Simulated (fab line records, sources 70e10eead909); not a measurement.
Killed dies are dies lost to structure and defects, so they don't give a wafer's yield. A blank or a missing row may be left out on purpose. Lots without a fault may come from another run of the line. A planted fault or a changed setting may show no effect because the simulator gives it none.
A struck lot beside a sound one | flow nand_harc | 18 steps out of a route of 1302
Sound: wafers L314.1, L314.5, L314.6. Struck: wafers L327.2, L327.4, L327.6. The cause comes at the end.
At each step with rows: each side's tool, then ch and its chambers, then its first start. Under that, the readings that differ: sound wafers | struck wafers | difference of the means | sigmas: that difference in standard deviations of wafers without a fault.
alike: readings whose means differ by less than 2 such deviations, and words and numbers that are the same on both sides. not compared: withheld readings, readings that some wafer has no value for, bounds like >300 that may hide the same value, and numbers for which the record gives no deviation and whose values overlap.
The two part at a step that has a row with sigmas, a row that says differs or no value, or rows on one side only. Numbers that don't overlap but have no deviation are shown without sigmas and don't part them. A reading that every wafer of one side lacks parts them only if that side has two wafers or more.

NHARC_A_M1_INSPECT_11:
  sound on defect_inspect-02, day 24 16:40; struck on defect_inspect-02, day 30 21:11
  alike: raw_defect_count
then, 1 step without rows for these wafers: NHARC_A_M1_DESCUM_14 (chemistry O2, time 3 s).
NHARC_A_M1_ETCH_35: etches the open film in N2/H2, target depth 40 nm, overetch 12 nm, time 43.94 s.
  sound on rie_diel-04 ch 1,2, day 24 16:49; struck on rie_diel-01 ch 0,1,2, day 30 21:21
  alike: bias_w, drypump_motor_current_A, oes_product_au, rf_vpp_V, showerhead_plenum_p_Torr, throttle_valve_pct
  not compared: rf_hours_counter_h
NHARC_A_M1_ETCH_15: etches the open film in C4F8/Ar, target depth 182.5 nm, time 91.2 s.
  sound on rie_diel-04 ch 1,2; struck on rie_diel-01 ch 0,2,3
  alike: bias_w, oes_product_au, rf_vpp_V
  not compared: rf_hours_counter_h
NHARC_A_M1_CD_MEAS_16:
  sound on cd_sem-02, day 24 17:02; struck on cd_sem-01, day 30 21:34
  alike: cd_nm
then, 1 step without rows for these wafers: NHARC_A_M1_STRIP_18 (strips in N2/H2).
NHARC_A_M1_ETCH_28: etches the open film in CF4/N2, target depth 30 nm, time 72.99 s.
  sound on rie_diel-08 ch 0,2,3; struck on rie_diel-08 ch 0,3
  alike: bias_w, drypump_motor_current_A, oes_product_au, rf_vpp_V, showerhead_plenum_p_Torr, throttle_valve_pct
  not compared: rf_hours_counter_h
then, 1 step without rows for these wafers: NHARC_A_M1_STRIP_19 (strips in post etch residue remover, time 600 s).
NHARC_A_M1_DEGAS_29: time 60 s.
  sound on pvd_sputter-01, day 24 17:50; struck on pvd_sputter-01, day 30 22:17
  alike: heater_power_w
NHARC_A_M1_PRE_CLEAN_30: time 30 s.
  sound on pvd_sputter-01; struck on pvd_sputter-01
  alike: heater_power_w
then, 2 steps without rows for these wafers: NHARC_A_M1_PVD_20 (deposits TaN, target thk 5 nm, time 8.06 s); NHARC_A_M1_PVD_21 (deposits Cu, target thk 30 nm, time 20.49 s).
NHARC_A_M1_ECD_22: material Cu, target thk 400 nm.
  sound on ecd_cu-02 ch 0,1, day 24 18:10; struck on ecd_cu-01 ch 0,1, day 30 22:38
  no value came back on the struck wafers for bath_heat_duty_pct (%), bath_temp_c (C); on the sound wafers bath_heat_duty_pct (%) reads 5.7 6.7 4.6
then, 1 step without rows for these wafers: NHARC_A_M1_ANNEAL_31 (time 90 s).
NHARC_A_M1_CMP_23: polishes, t overpolish 20 s, target thk 154.34 nm.
  sound on cmp-02 ch 0,1, day 24 18:53; struck on cmp-01 ch 1,3, day 30 23:23
  reading                | sound    | struck | difference | sigmas
  time_to_endpoint_s (s) | 29 20 28 | 6 7 5  | -20        | -5
  alike: motor_current_A
NHARC_A_M1_THK_MEAS_24: measures by xrf.
  sound on film_metro-02, day 24 19:13; struck on film_metro-02, day 30 23:41
  reading     | sound             | struck         | difference | sigmas
  thk_nm (nm) | 154.3 153.4 155.8 | 29.5 29.8 29.7 | -124.8     | -69
then, 1 step without rows for these wafers: NHARC_A_M1_SRD_25.
NHARC_END_SORT_01:
  sound on prober-01 ch 0, day 26 05:33; struck on prober-01 ch 0, day 32 06:38
  reading                  | sound       | struck      | difference | sigmas
  defect_limited_yield (%) | 85 84 84    | 0 0 0       | -84        | -21
  killed_at_array          | 96 102 101  | 671 671 673 | +572       | +21
  killed_dies              | 102 108 107 | 677 677 677 | +571       | +20
  alike: killed_at_other, killed_at_periphery, killed_open, killed_short

WHERE THEY PART
First at NHARC_A_M1_ECD_22; last, within this record, at NHARC_END_SORT_01.

WHY: what the simulator had put in
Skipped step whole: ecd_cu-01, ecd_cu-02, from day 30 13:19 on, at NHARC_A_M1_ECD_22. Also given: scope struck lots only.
